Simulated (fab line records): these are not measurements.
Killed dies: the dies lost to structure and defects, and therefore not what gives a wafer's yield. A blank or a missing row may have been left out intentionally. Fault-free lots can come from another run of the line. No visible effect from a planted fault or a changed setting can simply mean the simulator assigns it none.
Matching of chambers -- flow n5Finfet -- N5_SDB_ALD_29 on aldSin-01 has 4 sister chambers
The step deposits SiNx, target thk 30 nm, pulse time 1 s, ald cycles 600. 4 wafers are shown with their chamber, then 9 later ones without.

WAFERS, EACH WITH ITS CHAMBER
wafer,chamber,heaterPowerW (W)
L076.4,0,797
L082.5,3,910
L086.1,1,997
L086.5,2,1052

WAFERS WITHOUT THEIR CHAMBER
wafer,heaterPowerW (W)
L088.1,1000
L088.2,1055
L088.6,1029
L091.1,1062
L091.4,935
L091.6,1075
L095.2,925
L095.3,749
L095.6,722

WHICH CHAMBER EACH ONE RAN IN
wafer,from the rows above,in truth
L088.1,can't be placed: 1 or 2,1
L088.2,can't be placed: 2 or 1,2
L088.6,can't be placed: 2 or 1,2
L091.1,can't be placed: 2 or 1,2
L091.4,can't be placed: 3 or 1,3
L091.6,can't be placed: 2 or 1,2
L095.2,can't be placed: 3 or 1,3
L095.3,0,0
L095.6,0,0
2 of 9 placed correctly. Can't be placed from these rows: 7 (the true chamber is among the candidates in 7). Placed wrongly: 0.
How it was worked out, from the rows above alone: a wafer's distance from a chamber is the root of the sum, over the readings, of the square of ((its reading less the chamber's mean) divided by the reading's scatter). The wafer belongs to the nearest chamber; if the next one is less than 2 further off, it can't be placed. For every chamber, the mean is computed from those of its wafers that are shown. The scatter (one wafer shown for each chamber): square how far every hidden wafer sits from the nearest shown wafer, average those squares and take the square root.
